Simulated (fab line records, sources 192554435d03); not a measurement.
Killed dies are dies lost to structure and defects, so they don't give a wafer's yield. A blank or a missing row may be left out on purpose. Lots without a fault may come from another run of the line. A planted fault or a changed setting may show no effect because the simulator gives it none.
Chamber matching | flow n5_finfet | N5_BEOL_M10_STRIP_36 on rie_diel-04: 4 sister chambers
The step strips in N2/H2. 18 wafers are shown with their chamber, then 9 later ones without.

WAFERS WITH THEIR CHAMBER
wafer  | chamber | showerhead_plenum_p_Torr (Torr) | throttle_valve_pct (%) | drypump_motor_current_A (A)
L080.2 | 1       | 2.52                            | 23.74                  | 6.0
L080.3 | 2       | 2.47                            | 23.15                  | 5.3
L080.4 | 0       | 2.60                            | 23.45                  | 5.4
L084.1 | 1       | 2.52                            | 23.81                  | 6.0
L084.5 | 2       | 2.47                            | 23.14                  | 5.4
L084.6 | 1       | 2.51                            | 23.75                  | 6.0
L086.1 | 0       | 2.60                            | 23.47                  | 5.4
L086.5 | 3       | 2.69                            | 23.71                  | 6.3
L086.6 | 0       | 2.59                            | 23.48                  | 5.4
L085.2 | 1       | 2.51                            | 23.79                  | 6.1
L085.3 | 0       | 2.59                            | 23.50                  | 5.4
L085.4 | 3       | 2.69                            | 23.69                  | 6.3
L089.1 | 3       | 2.69                            | 23.69                  | 6.3
L089.2 | 0       | 2.59                            | 23.51                  | 5.5
L089.3 | 2       | 2.46                            | 23.16                  | 5.3
L090.2 | 3       | 2.69                            | 23.72                  | 6.4
L090.3 | 0       | 2.59                            | 23.49                  | 5.4
L090.4 | 1       | 2.51                            | 23.75                  | 6.0

SIGNATURES (means of the wafers above)
reading                  | chamber 0 | chamber 1 | chamber 2 | chamber 3 | scatter within a chamber
showerhead_plenum_p_Torr | 2.5933    | 2.5140    | 2.4667    | 2.6900    | 0.00478
throttle_valve_pct       | 23.4833   | 23.7680   | 23.1500   | 23.7025   | 0.0222
drypump_motor_current_A  | 5.417     | 6.020     | 5.333     | 6.325     | 0.0467
Rule: a wafer's distance from a chamber is the root of the sum, over the readings, of the square of ((its reading less the chamber's mean) divided by the reading's scatter). The wafer belongs to the nearest chamber; if the next one is less than 2 further off, it can't be placed. The scatter: the root of (the sum of the squares of (reading less its chamber's mean) over the shown wafers, divided by (wafers less chambers)).

WAFERS WITHOUT THEIR CHAMBER
wafer  | showerhead_plenum_p_Torr (Torr) | throttle_valve_pct (%) | drypump_motor_current_A (A)
L093.1 | 2.69                            | 23.75                  | 6.4
L093.2 | 2.46                            | 23.19                  | 5.4
L093.5 | 2.69                            | 23.73                  | 6.4
L092.2 | 2.69                            | 23.71                  | 6.3
L092.4 | 2.46                            | 23.20                  | 5.4
L092.6 | 2.69                            | 23.73                  | 6.3
L094.2 | 2.51                            | 23.79                  | 6.1
L094.3 | 2.59                            | 23.52                  | 5.4
L094.4 | 2.46                            | 23.16                  | 5.3

WHICH CHAMBER EACH WENT THROUGH
wafer  | from the rows above | in truth
L093.1 | 3                   | 3
L093.2 | 2                   | 2
L093.5 | 3                   | 3
L092.2 | 3                   | 3
L092.4 | 2                   | 2
L092.6 | 3                   | 3
L094.2 | 1                   | 1
L094.3 | 0                   | 0
L094.4 | 2                   | 2
Placed correctly: 9 of 9. Can't be placed from these rows: 0. Placed wrongly: 0.
